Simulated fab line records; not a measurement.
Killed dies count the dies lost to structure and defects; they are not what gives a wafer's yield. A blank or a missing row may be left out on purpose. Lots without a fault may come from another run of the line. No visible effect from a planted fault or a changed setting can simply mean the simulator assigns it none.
Which of the tools did it? | flow nand_harc | 6 lots with 18 wafers sampled at 3 steps, on a route of 1302 steps

== WHAT THE GAUGES READ, wafer by wafer ==
NHARC_THIN_TSV_CD_MEAS_33 targets a cd of 5000 nm.
lot  | measured     | on        | cd_nm (nm)
L237 | day 24 12:46 | cd_sem-01 | 4997.5 4998.1 4997.8
L240 | day 26 12:23 | cd_sem-01 | 4998.7 4998.7 5000.4
L243 | day 26 11:18 | cd_sem-02 | 4997.6 5000.2 4999.7
L247 | day 27 21:16 | cd_sem-03 | 5000.1 5002.5 5000.0
L255 | day 31 20:12 | cd_sem-02 | 4999.4 5000.2 4999.5
L257 | day 32 19:05 | cd_sem-02 | 5001.4 4999.9 4999.1

== WHICH TOOL RAN EACH LOT (tool, then ch and the chambers of the sampled wafers, then the start) ==
lot  | NHARC_A_CHANNEL_FILL_D2_CVD_09   | NHARC_THIN_TSV_ANNEAL_52
L237 | lpcvd_poly-02 ch 0, day 16 02:26 | rtp_anneal-01 ch 0, day 24 10:49
L240 | lpcvd_poly-04 ch 0, day 17 12:40 | rtp_anneal-02 ch 0, day 26 10:39
L243 | lpcvd_poly-02 ch 0, day 17 15:10 | rtp_anneal-02 ch 0, day 26 09:34
L247 | lpcvd_poly-03 ch 0, day 20 01:05 | rtp_anneal-02 ch 0, day 27 19:23
L255 | lpcvd_poly-03 ch 0, day 23 09:48 | rtp_anneal-01 ch 0, day 31 18:17
L257 | lpcvd_poly-02 ch 0, day 24 08:23 | rtp_anneal-01 ch 0, day 32 17:11
- NHARC_A_CHANNEL_FILL_D2_CVD_09: deposits poly-Si, target thk 150 nm, time 3000 s.
- NHARC_THIN_TSV_ANNEAL_52: time 90 s.

== THE ANSWER, worked out from the rows above alone ==
Rule: the lots themselves supply what counts as usual. The widest of any qualifying gaps counts: lots, ordered by their means at a reading, are off when they make up no more than a third of the lots, leave a main group of 4 or more, and stand apart from it by 3 or more times the standard deviation of that group's means. The tables above print the reading to a certain number of digits; a main group whose means all agree to those digits is not used. Also off: a lot with no number at a reading for which 4 or more lots have one. Any other lot the step has rows for is counted as sound.
Across all readings shown, no lot is off: no conclusion can be drawn from this.

== WHAT WAS PUT IN BY THE SIMULATOR ==
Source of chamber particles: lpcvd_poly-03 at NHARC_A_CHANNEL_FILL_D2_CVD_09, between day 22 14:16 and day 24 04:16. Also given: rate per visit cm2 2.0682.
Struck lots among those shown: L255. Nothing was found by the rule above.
